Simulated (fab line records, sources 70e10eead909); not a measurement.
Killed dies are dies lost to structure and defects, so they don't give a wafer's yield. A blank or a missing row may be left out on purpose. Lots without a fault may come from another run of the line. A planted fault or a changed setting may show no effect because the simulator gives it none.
Which tool did it? | flow nand_harc | 11 lots, 33 wafers sampled, at 6 steps of a route of 1302

WHAT THE GAUGES READ, wafer by wafer
NHARC_P_M2_INSPECT_27. Usual: raw_defect_count 316, standard deviation 120.
lot  | measured     | on                | raw_defect_count | flag
L537 | day 7 14:13  | defect_inspect-01 | 290 419 233      |
L539 | day 8 15:22  | defect_inspect-01 | 569 428 335      |
L540 | day 9 12:05  | defect_inspect-01 | 278 368 414      |
L542 | day 10 01:14 | defect_inspect-02 | 191 263 185      |
L543 | day 10 05:07 | defect_inspect-01 | 162 153 233      |
L544 | day 10 13:16 | defect_inspect-01 | 512 707 579      |
L545 | day 11 00:17 | defect_inspect-01 | 422 358 303      |
L547 | day 12 00:41 | defect_inspect-01 | 226 205 236      |
L551 | day 13 10:00 | defect_inspect-02 | 1480 1395 1414   | OFF
L552 | day 14 01:53 | defect_inspect-02 | 1455 1544 1457   | OFF
L557 | day 16 08:23 | defect_inspect-02 | 244 397 668      |

NHARC_END_SORT_01. Usual: defect_limited_yield 91.6 %, standard deviation 2.4; killed_at_array 52, standard deviation 16; killed_at_other 0.8, standard deviation 0.98; killed_at_periphery 4.2, standard deviation 2.9; killed_dies 57, standard deviation 16; killed_open 3.3, standard deviation 1.9; killed_short 2.5, standard deviation 1.5; sort_bin_2_pct 3.0 %, standard deviation 1; sort_bin_3_pct 0.6 %, standard deviation 0.31; sort_bin_4_pct 4.8 %, standard deviation 1.5; sort_n_pass 620, standard deviation 16; sort_rim_yield_pct 90 %, standard deviation 4.1; sort_yield_pct 91.6 %, standard deviation 2.4.
lot  | measured     | on        | defect_limited_yield (%) | killed_at_array | killed_at_other | killed_at_periphery | killed_dies | killed_open | killed_short | sort_bin_2_pct (%) | sort_bin_3_pct (%) | sort_bin_4_pct (%) | sort_n_pass | sort_rim_yield_pct (%) | sort_yield_pct (%) | flag
L537 | day 25 11:32 | prober-01 | 97.3 96.0 96.2           | 18 24 25        | 0 1 1           | 0 2 0               | 18 27 26    | 0 1 1       | 3 1 4        | 1.3 0.9 1.3        | 0.3 0.3 0.3        | 1.0 2.8 2.2        | 659 650 651 | 93 95 96               | 97.3 96.0 96.2     |
L551 | day 31 15:01 | prober-02 | 16.0 14.8 20.4           | 38 45 32        | 0 1 2           | 531 531 505         | 569 577 539 | 3 0 1       | 1 2 1        | 38.6 35.3 34.3     | 9.9 8.6 9.2        | 35.6 41.4 36.2     | 108 100 138 | 19 11 20               | 16.0 14.8 20.4     | OFF
L552 | day 31 06:23 | prober-01 | 17.0 16.7 18.6           | 19 20 17        | 1 1 0           | 542 543 534         | 562 564 551 | 3 2 0       | 1 2 1        | 38.6 35.5 35.0     | 8.6 9.5 8.0        | 35.9 38.4 38.4     | 115 113 126 | 14 16 18               | 17.0 16.7 18.6     | OFF

WHICH TOOL RAN EACH LOT (tool, then ch and the chambers of the sampled wafers, then the start)
lot  | NHARC_P_M2_ETCH_28                            | NHARC_P_M2_ANNEAL_31             | NHARC_P_M2_CMP_23             | NHARC_P_BONDPAD_DEP_00
L537 | rie_diel-02 ch 0,1, day 7 13:25 or earlier    | rtp_anneal-01 ch 0, day 7 13:25  | cmp-02 ch 0,1,3, day 7 13:47  | pecvd-01 ch 0,1, day 25 11:32 or earlier
L539 | rie_diel-06 ch 0,2,3, day 8 14:32 or earlier  | rtp_anneal-01 ch 0, day 8 14:32  | cmp-03 ch 2,3, day 8 14:54    | pecvd-03 ch 1,2, day 8 15:56
L540 | rie_diel-06 ch 1,2,3, day 9 09:52 or earlier  | rtp_anneal-01 ch 0, day 9 09:52  | cmp-02 ch 0,3, day 9 11:39    | pecvd-03 ch 0,2, day 9 12:39
L542 | rie_diel-06 ch 0,1, day 10 00:25 or earlier   | rtp_anneal-02 ch 0, day 10 00:25 | cmp-01 ch 0,1, day 10 00:46   | pecvd-03 ch 0,2, no start
L543 | rie_diel-06 ch 0,1,2, day 10 04:17 or earlier | rtp_anneal-02 ch 0, day 10 04:17 | cmp-03 ch 0,2,3, day 10 04:41 | pecvd-01 ch 0,1,2, day 10 05:46
L544 | rie_diel-06 ch 1,2, day 10 12:33 or earlier   | rtp_anneal-01 ch 0, day 10 12:33 | cmp-02 ch 0,1,2, day 10 12:51 | pecvd-01 ch 1,2, day 10 13:55
L545 | rie_diel-02 ch 1,2,3, day 10 23:28 or earlier | rtp_anneal-01 ch 0, day 10 23:28 | cmp-02 ch 1,2,3, day 10 23:50 | pecvd-04 ch 0,2, day 11 00:55
L547 | rie_diel-06 ch 1,2,3, day 11 23:57 or earlier | rtp_anneal-02 ch 0, day 11 23:57 | cmp-02 ch 1,2,3, day 12 00:11 | pecvd-03 ch 0,1, day 12 01:17
L551 | rie_diel-06 ch 0,1,3, day 13 09:14 or earlier | rtp_anneal-02 ch 0, day 13 09:14 | cmp-02 ch 2,3, day 13 09:32   | pecvd-01 ch 0,2, day 13 10:39
L552 | rie_diel-02 ch 1,3, day 14 01:04 or earlier   | rtp_anneal-01 ch 0, day 14 01:04 | cmp-02 ch 0,3, day 14 01:26   | pecvd-04 ch 0,1,2, day 14 02:43
L557 | rie_diel-02 ch 0,2,3, day 16 07:34 or earlier | rtp_anneal-01 ch 0, day 16 07:34 | cmp-03 ch 0,1,3, day 16 07:56 | pecvd-01 ch 0,1,2, no start
- NHARC_P_M2_ETCH_28: etches the open film in CF4/N2, target depth 30 nm, time 72.99 s.
- NHARC_P_M2_ANNEAL_31: time 90 s.
- NHARC_P_M2_CMP_23: polishes, t overpolish 20 s, target thk 144.3 nm.
- NHARC_P_BONDPAD_DEP_00: deposits SiCN, target thk 250 nm.

WHAT THE TOOLS THEMSELVES READ (means of the sampled wafers that have a number; where no wafer has one, the mark that the record gives instead)
NHARC_P_M2_ETCH_28. Usual: drypump_motor_current_A 5.6 A, standard deviation 0.5; mfc_ar_sccm 150.0 sccm, standard deviation 0.44; oes_product_au 0.998 a.u., standard deviation 0.011; rf_vpp_V 313.6 V, standard deviation 2.1; showerhead_plenum_p_Torr 2.59 Torr, standard deviation 0.11; throttle_valve_pct 19.795 %, standard deviation 0.0098.
lot  | tool        | drypump_motor_current_A (A) | mfc_ar_sccm (sccm) | oes_product_au (a.u.) | rf_vpp_V (V) | showerhead_plenum_p_Torr (Torr) | throttle_valve_pct (%) | flag
L537 | rie_diel-02 | 5.2                         | 149.9              | 0.991                 | 313.9        | 2.61                            | 19.791                 |
L539 | rie_diel-06 | 6.0                         | 149.6              | 0.996                 | 313.6        | 2.58                            | 19.801                 |
L540 | rie_diel-06 | 6.1                         | 150.0              | 1.013                 | 314.4        | 2.64                            | 19.799                 |
L542 | rie_diel-06 | 5.7                         | 149.9              | 1.014                 | 315.9        | 2.68                            | 19.809                 |
L543 | rie_diel-06 | 5.9                         | 150.2              | 1.005                 | 315.5        | 2.67                            | 19.791                 |
L544 | rie_diel-06 | 5.9                         | 150.0              | 1.010                 | 315.8        | 2.73                            | 19.785                 |
L545 | rie_diel-02 | 5.1                         | 149.8              | 0.988                 | 312.4        | 2.52                            | 19.785                 |
L547 | rie_diel-06 | 6.0                         | 150.5              | 1.012                 | 314.8        | 2.64                            | 19.790                 |
L551 | rie_diel-06 | 5.8                         | 149.9              | 0.994                 | 313.6        | 2.59                            | 19.793                 |
L552 | rie_diel-02 | 4.8                         | 149.8              | 0.993                 | 311.4        | 2.50                            | 19.791                 |
L557 | rie_diel-02 | 5.5                         | 150.1              | 0.992                 | 313.7        | 2.62                            | 19.796                 |

NHARC_P_M2_ANNEAL_31. Usual: wafer_temp_C_max 225.74, standard deviation 0.28.
lot  | tool          | wafer_temp_C_max | flag
L537 | rtp_anneal-01 | 225.51           |
L539 | rtp_anneal-01 | 225.46           |
L540 | rtp_anneal-01 | 225.79           |
L542 | rtp_anneal-02 | 226.08           |
L543 | rtp_anneal-02 | 225.81           |
L544 | rtp_anneal-01 | 225.50           |
L545 | rtp_anneal-01 | 225.63           |
L547 | rtp_anneal-02 | 225.91           |
L551 | rtp_anneal-02 | 226.06           |
L552 | rtp_anneal-01 | 226.04           |
L557 | rtp_anneal-01 | 225.71           |

NHARC_P_M2_CMP_23. Usual: motor_current_A 12.9 A, standard deviation 1.1; time_to_endpoint_s 29 s, standard deviation 3.9.
lot  | tool   | motor_current_A (A) | time_to_endpoint_s (s) | flag
L537 | cmp-02 | 13.0                | 28                     |
L539 | cmp-03 | 12.4                | 28                     |
L540 | cmp-02 | 13.0                | 30                     |
L542 | cmp-01 | 12.7                | 28                     |
L543 | cmp-03 | 12.3                | 31                     |
L544 | cmp-02 | 13.1                | 30                     |
L545 | cmp-02 | 12.9                | 32                     |
L547 | cmp-02 | 12.6                | 36                     |
L551 | cmp-02 | 12.9                | 32                     |
L552 | cmp-02 | 13.4                | 28                     |
L557 | cmp-03 | 13.1                | 29                     |

NHARC_P_BONDPAD_DEP_00. Usual: heater_power_w 606 W, standard deviation 98.
lot  | tool     | heater_power_w (W) | flag
L537 | pecvd-01 | 551                |
L539 | pecvd-03 | 531                |
L540 | pecvd-03 | 586                |
L542 | pecvd-03 | 560                |
L543 | pecvd-01 | 650                |
L544 | pecvd-01 | 650                |
L545 | pecvd-04 | 643                |
L547 | pecvd-03 | 482                |
L551 | pecvd-01 | 677                |
L552 | pecvd-04 | 665                |
L557 | pecvd-01 | 595                |

THE ANSWER, worked out from the rows above alone
Rule: a lot is off if the mean of its wafers that have a number lies more than 3 standard deviations from the usual mean. A lot without any number at a reading at which 4 lots or more have one is off too. The other lots that the step has rows for count as sound. The gauges are gone through in route order, then the tools' own readings, and for those a lot's mean is taken as printed above. The first step at which some lot is off is used, and at that step the reading that is off furthest; a lot without a number counts as furthest.
Off: L551, L552, at NHARC_P_M2_INSPECT_27 (raw_defect_count).
A tool fits if, at a process step before that reading, it ran every lot that is off, and no sound lot after the first of them. The gauges at NHARC_P_M2_INSPECT_27 aren't tried: what is off there is off at NHARC_END_SORT_01 too, on other tools, and a gauge's error can't cause that. NHARC_P_M2_ETCH_28 gives no start for some lots, so the hours and the order of its lots are those of NHARC_P_M2_ANNEAL_31. One fits: cmp-02 at NHARC_P_M2_CMP_23. Its last sound lot is L547 (day 12 00:11), its first lot that is off L551 (day 13 09:32): a fault that began between those two fits.

WHAT THE SIMULATOR HAD PUT IN
Chamber particle source: cmp-02, from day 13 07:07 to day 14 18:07, at NHARC_P_M2_CMP_23. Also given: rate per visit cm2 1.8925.
Lots struck among those shown: L551, L552. The rule above found the same.
